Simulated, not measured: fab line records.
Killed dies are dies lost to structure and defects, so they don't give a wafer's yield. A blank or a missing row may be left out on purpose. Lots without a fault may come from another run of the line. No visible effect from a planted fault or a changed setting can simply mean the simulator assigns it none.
Chamber matching + flow n5_finfet + rie_diel-02 running N5_BEOL_M12_ETCH_38: 4 sister chambers
The step etches SiCN in CF4/N2, target depth 68.7 nm, time 73.4 s. 4 wafers are shown with their chamber, then 7 later ones without.

== EACH WAFER AND ITS CHAMBER ==
| wafer  | chamber | drypump_motor_current_A (A) |
|--------|---------|-----------------------------|
| L089.1 | 2       | 5.3                         |
| L089.6 | 0       | 6.2                         |
| L090.3 | 3       | 5.1                         |
| L090.4 | 1       | 5.2                         |

== WAFERS WITH NO CHAMBER GIVEN ==
| wafer  | drypump_motor_current_A (A) |
|--------|-----------------------------|
| L090.6 | 6.2                         |
| L092.3 | 6.1                         |
| L092.5 | 5.1                         |
| L092.6 | 6.1                         |
| L097.3 | 5.3                         |
| L097.4 | 5.1                         |
| L097.5 | 5.3                         |

== WHICH CHAMBER EACH ONE RAN IN ==
| wafer  | from the rows above     | in truth |
|--------|-------------------------|----------|
| L090.6 | 0                       | 0        |
| L092.3 | 0                       | 0        |
| L092.5 | can't be placed: 3 or 1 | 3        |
| L092.6 | 0                       | 0        |
| L097.3 | can't be placed: 2 or 1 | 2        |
| L097.4 | can't be placed: 3 or 1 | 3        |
| L097.5 | can't be placed: 2 or 1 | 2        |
Placed correctly: 3 of 7. These rows do not allow placing 4 (true chamber among the candidates in 4). 0 placed wrongly.
How it was worked out, from the rows above alone: a wafer's distance from a chamber is the root of the sum, over the readings, of the square of ((its reading less the chamber's mean) divided by the reading's scatter). If the next closest chamber is less than 2 further off than the closest, the wafer can't be placed; otherwise it belongs to the closest. For every chamber, the mean is computed from those of its wafers that are shown. The scatter (one wafer shown for each chamber): square how far every hidden wafer sits from the nearest shown wafer, average those squares and take the square root.
